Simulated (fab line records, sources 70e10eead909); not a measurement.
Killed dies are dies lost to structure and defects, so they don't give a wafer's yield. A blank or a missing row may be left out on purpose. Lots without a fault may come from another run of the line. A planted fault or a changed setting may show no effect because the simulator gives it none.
fab line records | flow nand_harc
record lots=5 wafers=15 last_day=33
route steps=1302 shown A_BONDPAD@1208
lots that met no fault: from a run of the same line without faults
start_h: hours from the record's first day to the start of the lot's first wafer shown | wait_h: hours since the lot's step before | " the same as in the row above | L1.1+2: a row that stands for several wafers | - no value, or no start given | * or withheld: withheld | < > ~ a bound
route shown NAME@n: a module of which the file shows steps, and the number in the route of the first | usual: mean/standard deviation of fault-free wafers | same: alike in all rows | chamber/n: place in a boat | sites: the reading at each site | _std_site: their standard deviation | _edge_site: outer sites' mean less inner sites' | radius_mm: how far each site lies from the wafer's centre | mask NAME#n: copy n | behind: the tool/chamber that last shaped the wafer | hold: why the lot was held/for how many hours/how that ended | device: the transistor (n, p or np) that didn't switch | end of line: the same wafers' tests at the end of the route | a step without rows: its recipe alone | killed: dies lost to structure and defects at the first sort, not the wafer's yield | map: a wafer's dies, x killed, . not, _ none there
set.NAME: the setting as run; set.NAME@STEP: as run at that earlier step | model.NAME: the simulator's own value behind a step, which no gauge read
lots at some steps of the route; a table a step, a row a wafer
services: from which hour (start_h, from the record's first day; less than 0 if before it) a tool's chamber was out of use, for how many hours, and why
## steps
# step NHARC_A_BONDPAD_COAT_33
# recipe temp_c=200 time_s=65
# step NHARC_A_BONDPAD_COAT_03
# recipe spin_rpm=2000 resist_thk_nm=600
# step NHARC_A_BONDPAD_SOFTBAKE_04
# recipe temp_c=125 time_s=70
# step NHARC_A_BONDPAD_EBR_05
# step NHARC_A_BONDPAD_EXPOSE_06
# recipe na=0.55 dose_mj=36.99 mask_id=A_BPAD
# step NHARC_A_BONDPAD_PEB_07
# recipe peb_temp_c=128 peb_time_s=80
# step NHARC_A_BONDPAD_DEVELOP_08
# recipe time_s=50 dev_temp_c=22
# step NHARC_A_BONDPAD_CD_MEAS_09
# recipe target_cd_nm=500 landing_energy_ev=500
# usual cd_nm=501.0/2
# columns lot.wafer tool chamber start_h wait_h cd_nm
L169.1 cd_sem-01 0 548.83 - 501.7
L169.3 " 0 " " 503.6
L169.6 " 0 " " 500.4
L172.1 cd_sem-03 0 584.34 - 500.8
L172.3 " 0 " " 498.5
L172.4 " 0 " " 498.1
L179.1 cd_sem-02 0 664.05 - 498.2
L179.2 " 0 " " 499.0
L179.3 " 0 " " 498.3
L185.1 cd_sem-03 0 724.76 - 500.8
L185.2 " 0 " " 501.2
L185.6 " 0 " " 501.4
L189.1 cd_sem-01 0 762.17 - 499.1
L189.2 " 0 " " 502.3
L189.5 " 0 " " 502.5
# step NHARC_A_BONDPAD_OVL_MEAS_35
# usual overlay_x_nm=0/5.6 overlay_y_nm=1/6.7
# columns lot.wafer tool chamber start_h wait_h overlay_x_nm overlay_y_nm
L169.1 overlay-02 - 548.92 - -1 11
L169.3 " - " " -1 11
L169.6 " - " " -1 11
L172.1 overlay-01 - 584.42 - 2 10
L172.3 " - " " 2 11
L172.4 " - " " 3 10
L179.1 overlay-01 - 664.14 - -5 4
L179.2 " - " " -5 5
L179.3 " - " " -5 4
L185.1 overlay-01 - 724.85 - -2 -12
L185.2 " - " " -1 -13
L185.6 " - " " -2 -12
L189.1 overlay-01 - 762.26 - 1 -6
L189.2 " - " " 1 -6
L189.5 " - " " 1 -6
# step NHARC_A_BONDPAD_HARDBAKE_10
# recipe temp_c=118 time_s=65
# step NHARC_A_BONDPAD_DESCUM_11
# recipe time_s=3 o2_flow_sccm=200 ar_flow_sccm=0 bias_power_w=0 chemistry=O2
# usual drypump_motor_current_A=5.77/0.27 oes_product_au=1.001/0.011 rf_vpp_V=57.7/0.99 showerhead_plenum_p_Torr=1.92/0.1 throttle_valve_pct=11.311/0.0097
# same bias_power_w=0
# columns lot.wafer tool chamber start_h wait_h drypump_motor_current_A oes_product_au rf_hours_counter_h rf_vpp_V showerhead_plenum_p_Torr throttle_valve_pct
L169.3 rie_diel-09 0 549.04 - 5.75 1.015 1 56.9 1.81 11.305
L169.1 " 1 " " 6.02 1.002 1 57.4 1.82 11.309
L169.6 " 0 " " 5.76 1.008 - 56.6 1.81 11.317
L172.3 rie_diel-09 1 584.55 - 6.03 1.001 2 59.5 1.82 11.322
L172.4 " 2 " " 5.83 1.000 2 58.5 2.03 11.292
L172.1 " 0 " " 5.78 1.006 2 56.5 1.81 11.332
L179.2 rie_diel-09 2 664.26 - 5.85 1.008 4 58.9 2.03 11.321
L179.3 " 0 " " 5.77 0.998 4 56.0 1.81 11.299
L179.1 " 1 " " 6.02 0.986 4 58.1 1.81 11.297
L185.2 rie_diel-09 1 724.98 - 6.03 1.001 1 56.5 1.81 11.323
L185.1 " 2 " " 5.88 1.002 1 56.9 2.03 11.310
L185.6 " 0 " " 5.78 0.993 - 57.2 1.81 11.314
L189.2 rie_diel-13 1 762.38 - 6.13 0.982 10 57.5 1.94 11.320
L189.1 " 2 " " 6.00 0.996 10 58.3 1.98 11.306
L189.5 " 1 " " 6.10 0.987 - 56.9 1.94 11.310
# step NHARC_A_BONDPAD_ETCH_34
# recipe target_depth_a=600 overetch_a=180 time_s=65.91 ion_energy_ev=200 n2_flow_sccm=150 h2_flow_sccm=150 ar_flow_sccm=0 rf_w=400 bias_w=150 chemistry=N2/H2
# usual drypump_motor_current_A=5.77/0.27 oes_product_au=1.000/0.01 rf_fwd_power_W=396.4/1.3 rf_vpp_V=431/3.2 run_length_s=87.2/0.45 showerhead_plenum_p_Torr=2.07/0.11 throttle_valve_pct=14.172/0.0093
# columns lot.wafer tool chamber start_h wait_h drypump_motor_current_A oes_product_au rf_fwd_power_W rf_hours_counter_h rf_vpp_V run_length_s showerhead_plenum_p_Torr throttle_valve_pct
L169.1 rie_diel-09 2 549.13 0.1 5.86 1.000 397.0 1 433 86.8 2.17 14.169
L169.3 " 1 " " 6.04 0.995 396.5 1 427 87.2 1.93 14.166
L169.6 " 2 " " 5.88 1.007 395.0 - 434 86.8 2.17 14.158
L172.4 rie_diel-09 1 584.64 0.1 6.02 1.012 395.2 2 428 87.6 1.93 14.176
L172.1 " 2 " " 5.88 0.997 395.5 2 435 86.7 2.17 14.174
L172.3 " 3 " " 5.45 1.003 397.8 2 435 86.9 2.19 14.167
L179.1 rie_diel-09 3 664.36 0.1 5.45 1.010 394.9 4 435 86.7 2.19 14.169
L179.3 " 0 " " 5.78 0.998 395.1 4 427 87.9 1.92 14.163
L179.2 " 1 " " 6.06 0.982 394.7 4 427 87.2 1.93 14.154
L185.2 rie_diel-09 1 725.06 0.1 6.05 0.999 394.0 1 428 87.4 1.93 14.175
L185.1 " 2 " " 5.88 0.997 396.2 1 432 86.6 2.17 14.188
L185.6 " 1 " " 6.05 1.004 394.7 - 428 87.2 1.93 14.162
L189.2 rie_diel-13 3 762.48 0.1 5.16 1.014 397.2 10 432 87.7 2.08 14.172
L189.1 " 1 " " 6.03 0.986 395.5 10 431 86.8 2.07 14.145
L189.5 " 1 " " 6.05 0.988 395.5 - 432 87.1 2.07 14.187
# step NHARC_A_BONDPAD_ETCH_12
# recipe target_depth_a=2200 time_s=110 chf3_flow_sccm=50 o2_flow_sccm=10 ar_flow_sccm=200 rf_w=500 bias_w=200 chemistry=CHF3/O2
# usual drypump_motor_current_A=5.78/0.27 oes_product_au=0.947/0.021 rf_fwd_power_W=497.2/1.6 rf_vpp_V=370.8/2.9 run_length_s=131.3/0.44 showerhead_plenum_p_Torr=2.42/0.13 throttle_valve_pct=20.572/0.0088
# columns lot.wafer tool chamber start_h wait_h drypump_motor_current_A oes_product_au rf_fwd_power_W rf_hours_counter_h rf_vpp_V run_length_s showerhead_plenum_p_Torr throttle_valve_pct
L169.3 rie_diel-09 0 549.23 - 5.80 0.966 496.5 1 367.9 132.1 2.28 20.572
L169.1 " 2 " " 5.85 0.969 497.8 1 374.1 130.9 2.54 20.559
L169.6 " 3 " " 5.42 0.985 499.8 - 374.0 131.0 2.57 20.573
L172.3 rie_diel-09 0 584.73 - 5.78 0.952 497.4 2 369.0 131.7 2.28 20.568
L172.4 " 1 " " 6.02 0.942 499.0 2 369.3 131.2 2.28 20.562
L172.1 " 3 " " 5.46 0.942 497.2 2 374.0 130.9 2.57 20.578
L179.2 rie_diel-09 3 664.44 - 5.44 0.963 496.2 4 375.1 131.1 2.57 20.569
L179.3 " 0 " " 5.81 0.975 496.6 4 366.5 131.9 2.27 20.578
L179.1 " 1 " " 6.04 0.951 - 4 368.0 111.6 2.28 20.564
L185.2 rie_diel-09 1 725.16 - 6.05 0.956 497.6 1 366.8 131.3 2.28 20.568
L185.1 " 3 " " 5.46 0.987 495.5 2 374.1 131.0 2.57 20.587
L185.6 " 0 " " 5.80 0.953 498.3 - 367.2 131.7 2.27 20.573
L189.2 rie_diel-13 1 762.59 - 6.07 0.913 495.3 10 372.6 130.8 2.44 20.573
L189.1 " 3 " " 5.15 0.927 497.5 10 371.6 131.6 2.44 20.573
L189.5 " 1 " " 6.11 0.905 495.9 - 370.1 130.9 2.44 20.569
# step NHARC_A_BONDPAD_CD_MEAS_13
# usual cd_nm=500.6/2.1
# columns lot.wafer tool chamber start_h wait_h cd_nm
L169.1 cd_sem-02 - 549.37 - 500.3
L169.3 " - " " 503.7
L169.6 " - " " 499.7
L172.1 cd_sem-02 - 584.86 - 499.8
L172.3 " - " " 497.0
L172.4 " - " " 498.4
L179.1 cd_sem-01 - 664.58 - 497.0
L179.2 " - " " 499.9
L179.3 " - " " 496.9
L185.1 cd_sem-03 - 725.29 - 500.9
L185.2 " - " " 501.4
L185.6 " - " " 501.2
L189.1 cd_sem-02 - 762.75 - 498.1
L189.2 " - " " 501.2
L189.5 " - " " 501.0
## services
# columns tool chamber start_h hours kind
rie_diel-09 0 530.60 - clean
rie_diel-09 1 530.60 - clean
rie_diel-09 2 530.60 - clean
rie_diel-09 3 530.60 - clean
rie_diel-09 2 549.37 5.8 repair
rie_diel-09 3 550.99 3.4 repair
rie_diel-09 0 555.10 - clean
rie_diel-09 1 555.10 - clean
rie_diel-09 3 555.10 - clean
rie_diel-09 0 579.60 - clean
rie_diel-09 1 579.60 - clean
rie_diel-09 2 579.60 - clean
rie_diel-09 3 579.60 - clean
rie_diel-13 0 580.67 9.0 repair
rie_diel-13 2 598.16 1.7 repair
rie_diel-09 0 604.10 - clean
rie_diel-09 1 604.10 - clean
rie_diel-13 0 607.98 22.1 repair
rie_diel-13 3 631.30 3.7 repair
rie_diel-13 0 651.41 12.4 repair
rie_diel-09 - 674.10 9.0 pm
rie_diel-13 - 696.53 9.0 pm
rie_diel-13 2 736.92 2.9 repair
rie_diel-09 2 744.12 6.6 repair
## key
first_sign step=NHARC_A_BONDPAD_ETCH_12 reading=run_length_s direction=down sigmas=45 usual=* struck=*
effect none on later readings
met_at NHARC_A_BONDPAD_ETCH_12
struck_wafers L179.1
later_rows_left_out L179.1
sort_left_out L179.1
onset_between 584.73 664.44
fault kind=process_parameter_drift tool=rie_diel-09 chamber=- onset_h=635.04 steps=NHARC_A_BONDPAD_ETCH_12 channel=time_s offset=* shape=step end_h=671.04 scope=struck_wafers_only acts_in=* stated=*
# sort_left_out: the simulated sort isn't trusted on such a fault, so these wafers' sort isn't shown, and their yield isn't known
# later_rows_left_out: the simulator's readings of these wafers behind a module that went badly wrong aren't trusted and aren't shown, but for the sort
